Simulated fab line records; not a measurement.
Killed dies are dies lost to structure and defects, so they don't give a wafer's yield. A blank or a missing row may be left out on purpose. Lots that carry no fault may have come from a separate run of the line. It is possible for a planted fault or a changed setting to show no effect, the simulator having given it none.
Split-lot study / flow n5 finfet / 39 wafers read across 7 lots, on a route 1938 steps long

THE SPLIT ITSELF
At N5_DUMMY_GATE_CVD_03 (deposits a-Si from SiH4, target thk 150 nm, time 8042 s), the setting time s was moved away from the recipe's 8042 s on 30 of the 39 wafers read, by -33.8% to +55.7%. The other wafers ran this setting at the recipe's value.

Reading taken at the split's own step.

THE READING
a-Si_of_DUMMY_GATE_CVD_03.thk nm (the simulator's own value, which no gauge read), in nm, at N5_DUMMY_GATE_CVD_03 (deposits a-Si from SiH4, target thk 150 nm, time 8042 s). The file does not state a usual value for it. Average 148.9 nm, standard deviation 1.5 nm, over the 9 wafers here run with the recipe.

wafer=L074.1; tool, chamber at the split=-, -; time s as run, s=9466; against the recipe=+17.7%; a-Si_of_DUMMY_GATE_CVD_03.thk nm, nm=177.6; against lot-mates on the recipe=no lot-mate on the recipe
wafer=L074.5; tool, chamber at the split=-, -; time s as run, s=9466; against the recipe=+17.7%; a-Si_of_DUMMY_GATE_CVD_03.thk nm, nm=177.6; against lot-mates on the recipe=no lot-mate on the recipe
wafer=L074.6; tool, chamber at the split=-, -; time s as run, s=9466; against the recipe=+17.7%; a-Si_of_DUMMY_GATE_CVD_03.thk nm, nm=177.6; against lot-mates on the recipe=no lot-mate on the recipe
wafer=L074.2; tool, chamber at the split=-, -; time s as run, s=9466; against the recipe=+17.7%; a-Si_of_DUMMY_GATE_CVD_03.thk nm, nm=177.2; against lot-mates on the recipe=no lot-mate on the recipe
wafer=L074.3; tool, chamber at the split=-, -; time s as run, s=9466; against the recipe=+17.7%; a-Si_of_DUMMY_GATE_CVD_03.thk nm, nm=178.2; against lot-mates on the recipe=no lot-mate on the recipe
wafer=L074.4; tool, chamber at the split=-, -; time s as run, s=9466; against the recipe=+17.7%; a-Si_of_DUMMY_GATE_CVD_03.thk nm, nm=177.8; against lot-mates on the recipe=no lot-mate on the recipe
wafer=L076.1; tool, chamber at the split=-, -; time s as run, s=12520; against the recipe=+55.7%; a-Si_of_DUMMY_GATE_CVD_03.thk nm, nm=235; against lot-mates on the recipe=no lot-mate on the recipe
wafer=L076.2; tool, chamber at the split=-, -; time s as run, s=12520; against the recipe=+55.7%; a-Si_of_DUMMY_GATE_CVD_03.thk nm, nm=234.6; against lot-mates on the recipe=no lot-mate on the recipe
wafer=L076.3; tool, chamber at the split=-, -; time s as run, s=12520; against the recipe=+55.7%; a-Si_of_DUMMY_GATE_CVD_03.thk nm, nm=235.4; against lot-mates on the recipe=no lot-mate on the recipe
wafer=L076.4; tool, chamber at the split=-, -; time s as run, s=12520; against the recipe=+55.7%; a-Si_of_DUMMY_GATE_CVD_03.thk nm, nm=234.4; against lot-mates on the recipe=no lot-mate on the recipe
wafer=L076.5; tool, chamber at the split=-, -; time s as run, s=12520; against the recipe=+55.7%; a-Si_of_DUMMY_GATE_CVD_03.thk nm, nm=235.2; against lot-mates on the recipe=no lot-mate on the recipe
wafer=L076.6; tool, chamber at the split=-, -; time s as run, s=12520; against the recipe=+55.7%; a-Si_of_DUMMY_GATE_CVD_03.thk nm, nm=235.2; against lot-mates on the recipe=no lot-mate on the recipe
wafer=L077.1; tool, chamber at the split=lpcvd-01, 0/65; time s as run, s=8042; against the recipe=recipe; a-Si_of_DUMMY_GATE_CVD_03.thk nm, nm=151.4; against lot-mates on the recipe=-
wafer=L077.4; tool, chamber at the split=lpcvd-01, 0/79; time s as run, s=8042; against the recipe=recipe; a-Si_of_DUMMY_GATE_CVD_03.thk nm, nm=151; against lot-mates on the recipe=-
wafer=L077.6; tool, chamber at the split=lpcvd-01, 0/89; time s as run, s=8042; against the recipe=recipe; a-Si_of_DUMMY_GATE_CVD_03.thk nm, nm=150; against lot-mates on the recipe=-
wafer=L080.1; tool, chamber at the split=-, -; time s as run, s=9840; against the recipe=+22.4%; a-Si_of_DUMMY_GATE_CVD_03.thk nm, nm=185.2; against lot-mates on the recipe=no lot-mate on the recipe
wafer=L080.2; tool, chamber at the split=-, -; time s as run, s=9840; against the recipe=+22.4%; a-Si_of_DUMMY_GATE_CVD_03.thk nm, nm=185.6; against lot-mates on the recipe=no lot-mate on the recipe
wafer=L080.3; tool, chamber at the split=-, -; time s as run, s=9840; against the recipe=+22.4%; a-Si_of_DUMMY_GATE_CVD_03.thk nm, nm=184.6; against lot-mates on the recipe=no lot-mate on the recipe
wafer=L080.4; tool, chamber at the split=-, -; time s as run, s=9840; against the recipe=+22.4%; a-Si_of_DUMMY_GATE_CVD_03.thk nm, nm=185.4; against lot-mates on the recipe=no lot-mate on the recipe
wafer=L080.5; tool, chamber at the split=-, -; time s as run, s=9840; against the recipe=+22.4%; a-Si_of_DUMMY_GATE_CVD_03.thk nm, nm=183.8; against lot-mates on the recipe=no lot-mate on the recipe
wafer=L080.6; tool, chamber at the split=-, -; time s as run, s=9840; against the recipe=+22.4%; a-Si_of_DUMMY_GATE_CVD_03.thk nm, nm=184.8; against lot-mates on the recipe=no lot-mate on the recipe
wafer=L091.1; tool, chamber at the split=-, -; time s as run, s=11550; against the recipe=+43.6%; a-Si_of_DUMMY_GATE_CVD_03.thk nm, nm=216.4; against lot-mates on the recipe=no lot-mate on the recipe
wafer=L091.2; tool, chamber at the split=-, -; time s as run, s=11550; against the recipe=+43.6%; a-Si_of_DUMMY_GATE_CVD_03.thk nm, nm=217.2; against lot-mates on the recipe=no lot-mate on the recipe
wafer=L091.5; tool, chamber at the split=-, -; time s as run, s=11550; against the recipe=+43.6%; a-Si_of_DUMMY_GATE_CVD_03.thk nm, nm=217.2; against lot-mates on the recipe=no lot-mate on the recipe
wafer=L091.3; tool, chamber at the split=-, -; time s as run, s=11550; against the recipe=+43.6%; a-Si_of_DUMMY_GATE_CVD_03.thk nm, nm=217.4; against lot-mates on the recipe=no lot-mate on the recipe
wafer=L091.4; tool, chamber at the split=-, -; time s as run, s=11550; against the recipe=+43.6%; a-Si_of_DUMMY_GATE_CVD_03.thk nm, nm=217.4; against lot-mates on the recipe=no lot-mate on the recipe
wafer=L091.6; tool, chamber at the split=-, -; time s as run, s=11550; against the recipe=+43.6%; a-Si_of_DUMMY_GATE_CVD_03.thk nm, nm=218.2; against lot-mates on the recipe=no lot-mate on the recipe
wafer=L092.1; tool, chamber at the split=-, -; time s as run, s=8042; against the recipe=recipe; a-Si_of_DUMMY_GATE_CVD_03.thk nm, nm=147.4; against lot-mates on the recipe=-
wafer=L092.2; tool, chamber at the split=-, -; time s as run, s=8042; against the recipe=recipe; a-Si_of_DUMMY_GATE_CVD_03.thk nm, nm=147.4; against lot-mates on the recipe=-
wafer=L092.3; tool, chamber at the split=-, -; time s as run, s=8042; against the recipe=recipe; a-Si_of_DUMMY_GATE_CVD_03.thk nm, nm=148.2; against lot-mates on the recipe=-
wafer=L092.4; tool, chamber at the split=-, -; time s as run, s=8042; against the recipe=recipe; a-Si_of_DUMMY_GATE_CVD_03.thk nm, nm=149; against lot-mates on the recipe=-
wafer=L092.5; tool, chamber at the split=-, -; time s as run, s=8042; against the recipe=recipe; a-Si_of_DUMMY_GATE_CVD_03.thk nm, nm=147; against lot-mates on the recipe=-
wafer=L092.6; tool, chamber at the split=-, -; time s as run, s=8042; against the recipe=recipe; a-Si_of_DUMMY_GATE_CVD_03.thk nm, nm=148.4; against lot-mates on the recipe=-
wafer=L096.1; tool, chamber at the split=-, -; time s as run, s=5322; against the recipe=-33.8%; a-Si_of_DUMMY_GATE_CVD_03.thk nm, nm=99.8; against lot-mates on the recipe=no lot-mate on the recipe
wafer=L096.5; tool, chamber at the split=-, -; time s as run, s=5322; against the recipe=-33.8%; a-Si_of_DUMMY_GATE_CVD_03.thk nm, nm=99.8; against lot-mates on the recipe=no lot-mate on the recipe
wafer=L096.2; tool, chamber at the split=-, -; time s as run, s=5322; against the recipe=-33.8%; a-Si_of_DUMMY_GATE_CVD_03.thk nm, nm=99.6; against lot-mates on the recipe=no lot-mate on the recipe
wafer=L096.6; tool, chamber at the split=-, -; time s as run, s=5322; against the recipe=-33.8%; a-Si_of_DUMMY_GATE_CVD_03.thk nm, nm=99.6; against lot-mates on the recipe=no lot-mate on the recipe
wafer=L096.3; tool, chamber at the split=-, -; time s as run, s=5322; against the recipe=-33.8%; a-Si_of_DUMMY_GATE_CVD_03.thk nm, nm=101; against lot-mates on the recipe=no lot-mate on the recipe
wafer=L096.4; tool, chamber at the split=-, -; time s as run, s=5322; against the recipe=-33.8%; a-Si_of_DUMMY_GATE_CVD_03.thk nm, nm=100.8; against lot-mates on the recipe=no lot-mate on the recipe

FIT RESULTS
A straight line over all 39 wafers: a-Si_of_DUMMY_GATE_CVD_03.thk nm changes by +1.52 nm for each +1% of time s; r = +1.00; the points scatter about the line by 1.3 nm.
Too few moved wafers have a lot-mate on the recipe to fit a line with each lot's own level taken away.

FILE'S OWN FIT
a-Si_of_DUMMY_GATE_CVD_03.thk nm changes by +1.52 nm for each +1% of time s, r = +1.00.
